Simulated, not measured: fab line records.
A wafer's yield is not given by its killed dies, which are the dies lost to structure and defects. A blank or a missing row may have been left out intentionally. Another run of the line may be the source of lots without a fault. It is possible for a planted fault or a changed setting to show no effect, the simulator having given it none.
Struck lot and sound lot, side by side | flow n5Finfet | 40 out of 1938 route steps
Sound: these wafers, L313.2, L313.4, L313.5. Struck: wafers L302.1, L302.5, L302.6. Last of all comes the cause.
Order at every step that has rows: each side's tool, ch and its chambers, its first start. Under that, the readings that differ: sound wafers | struck wafers | difference of the means | sigmas: that difference in standard deviations of wafers without a fault.
alike: same words and numbers on both sides, and readings whose means sit less than 2 such deviations apart. not compared: any withheld reading, any reading some wafer has no value for, any bound like >300 that may hide the same value, and any number with overlapping values for which the record gives no deviation.
Wherever a step has rows on one side only, a row that says differs or no value, or a row with sigmas, the two part there. Numbers that have no deviation but don't overlap get no sigmas and don't part them. Lack of a reading on every wafer of one side parts them only where that side has two or more wafers.

first, 11 steps without rows for these wafers: N5_DUMMY_REMOVAL_HM_STRIP_01 (strips SiNx in CH3F/O2, stops on poly-Si, target depth 4 nm, time 6.8 s); N5_DUMMY_REMOVAL_STRIP_10 (strips in N2/H2, time 40 s); N5_DUMMY_REMOVAL_PRECLEAN_07 (cleans in dHF, time 30 s); N5_DUMMY_REMOVAL_DUMMY_REMOVE_02 (chemistry TMAH, target poly-Si, stops on SiO2, target depth 142 nm, time 57 s, rinse time 30 s); N5_DUMMY_REMOVAL_PRECLEAN_08 (cleans in NF3:NH3, afs cycles 2, time 20 s, sublimation time 60 s); N5_DUMMY_REMOVAL_PRECLEAN_04 (cleans in DHF, time 37 s); N5_DUMMY_REMOVAL_SRD_05 (time 30 s); N5_HKMG_FIN_IL_REGROW_00 (material SiO2, chemistry O3, target thk 0.75 nm, time 30 s); N5_HKMG_FIN_HK_ALD_01 (deposits HfO2, target thk 1.6 nm, pulse time 3 s, purge time 3 s); N5_HKMG_FIN_HK_ANNEAL_02 (time 30 s); N5_HKMG_FIN_ALD_74 (deposits La2O3, target thk 0.5 nm, pulse time 6 s, co reactant pulse time 1 s).
N5_HKMG_FIN_ALD_75: deposits Al2O3, target thk 1 nm, co reactant pulse time 1 s.
  sound on aldHk-01 ch 0,3, day 8 05:09; struck on aldHk-02 ch 2,3, day 5 08:37
  no value came back on the struck wafers for heaterPowerOuterW (W), heaterPowerW (W), precursorPulseHeightRel; on the sound wafers heaterPowerOuterW (W) reads 72 76 75
then, 26 steps without rows for these wafers: N5_HKMG_FIN_COAT_41 (time 60 s, resist thk 300 nm); N5_HKMG_FIN_COAT_42 (time 60 s, resist thk 35 nm); N5_HKMG_FIN_COAT_43 (resist thk 90 nm); N5_HKMG_FIN_EBR_45; N5_HKMG_FIN_SOFTBAKE_44 (time 60 s); N5_HKMG_FIN_EXPOSE_46 (exposes mask NDIPOLE); N5_HKMG_FIN_PEB_47 (peb time 60 s); N5_HKMG_FIN_DEVELOP_48 (develop time 30 s); N5_HKMG_FIN_DESCUM_53 (chemistry O2, time 7.9 s); N5_HKMG_FIN_ETCH_54 (etches SiARC in CF4, target depth 45.5 nm, time 75.8 s); N5_HKMG_FIN_ETCH_55 (etches SOC in N2/H2, target depth 240 nm, time 300 s); N5_HKMG_FIN_STRIP_56 (strips in N2/H2); N5_HKMG_FIN_STRIP_57 (strips in CF4); N5_HKMG_FIN_ETCH_58 (etches SOC in N2/H2, target depth 215.8 nm, time 741 s); N5_HKMG_FIN_STRIP_93 (strips SOC in N2/H2, time 20 s); N5_HKMG_FIN_WET_ETCH_76 (etches Al2O3 in dNH4OH, stops on La2O3, target depth 2.25 nm, rinse time 30 s); N5_HKMG_FIN_STRIP_60 (strips in N2/H2, time 360 s); N5_HKMG_FIN_WET_ETCH_77 (etches La2O3 in dHCl, stops on HfO2, target depth 2 nm); N5_HKMG_FIN_WET_ETCH_78 (etches Al2O3 in dNH4OH, stops on La2O3, target depth 4.5 nm, rinse time 30 s); N5_HKMG_FIN_ALD_79 (deposits TiN, target thk 1.5 nm, pulse time 1 s, purge time 3 s); N5_HKMG_FIN_CVD_62 (deposits a-Si from Si2H6, target thk 3 nm, time 20.8 s); N5_HKMG_FIN_RTA_80 (time 2 s); N5_HKMG_FIN_PRECLEAN_64 (cleans in dHF, time 30 s); N5_HKMG_FIN_WET_ETCH_65 (etches a-Si in TMAH, stops on TiN, time 49 s, target depth 3 nm); N5_HKMG_FIN_WET_ETCH_81 (etches TiN in SC1, stops on HfO2, time 57 s, target depth 6 nm); N5_HKMG_FIN_WET_ETCH_82 (etches La2O3 in dHCl, stops on HfO2, target depth 2 nm, rinse time 30 s).
-- the record jumps here: 4 days lie between the struck wafers' starts before and after (it left off in module HKMG_FIN and takes up again in module BEOL_M4, whose first step shown is number 1111 of the route) --
N5_BEOL_M4_RC_MEAS_101:
  sound on prober-02 ch 0, day 12 16:18; struck on prober-02 ch 0, day 9 08:48
reading             | sound                    | struck                     | difference | sigmas
IOFF_P (nA/um)      | 0.17 0.13 0.25           | 51.75 60.78 53.98          | +55.32     | +99 or more
IOFF_P_85C (nA/um)  | 3.1 2.5 4.3              | 374.0 423.8 386.4          | +391.4     | +99 or more
IOFF_P_LIN (nA/um)  | 0.088 0.074 0.118        | 23.748 26.108 24.069       | +24.548    | +99 or more
IOFF_P_LONG (nA/um) | 0.000101 0.0001 0.000101 | 0.019102 0.019449 0.019326 | +0.019192  | +99 or more
ION_P (uA/um)       | 451 446 483              | 651 656 658                | +195       | +20
SS_P (mV/dec)       | 72.9 71.6 73.2           | 75.0 75.2 75.3             | +2.6       | +3
VT_N_LVT (mV)       | 98 105 93                | 248 244 247                | +148       | +40
VT_P (mV)           | -255 -255 -247           | -96 -95 -96                | +157       | +40
VT_P_LONG (mV)      | -275 -273 -273           | -125 -125 -126             | +148       | +44
  alike: DIBL_N, DIBL_P, IOFF_N, ION_N, SS_N, VT_N
-- record jumps: 5 days separate the struck wafers' starts on either side; left off in module BEOL_M4, taken up again in module PASSIVATION, whose first shown step is the route's number 1936 --
N5_PASSIVATION_PROBE_49:
  struck on prober-01, day 13 23:28; sound on prober-02, day 17 02:46
reading                | sound          | struck            | difference | sigmas
sort_bin_4_leakage (%) | 0 0 0          | 88.90 91.36 89.15 | +89.80     | +99 or more
sortNPass              | 1100 1094 1076 | 0 0 0             | -1090      | -50
sortYieldPct (%)       | 93.2 92.7 91.2 | 0 0 0             | -92        | -49
  alike: defectLimitedYield, killed_at_M0_to_M3, killed_at_M4_up, killedAtContacts, killedAtFrontEnd, killedAtOther, killedDies, killedOpen, killedShort, sort_bin_5_function, sort_bin_6_memory, sort_bin_8_speed

## WHERE THEY PART
Last at N5_PASSIVATION_PROBE_49 as far as this record goes, first at N5_HKMG_FIN_ALD_75.

WHY: the cause the simulator had injected
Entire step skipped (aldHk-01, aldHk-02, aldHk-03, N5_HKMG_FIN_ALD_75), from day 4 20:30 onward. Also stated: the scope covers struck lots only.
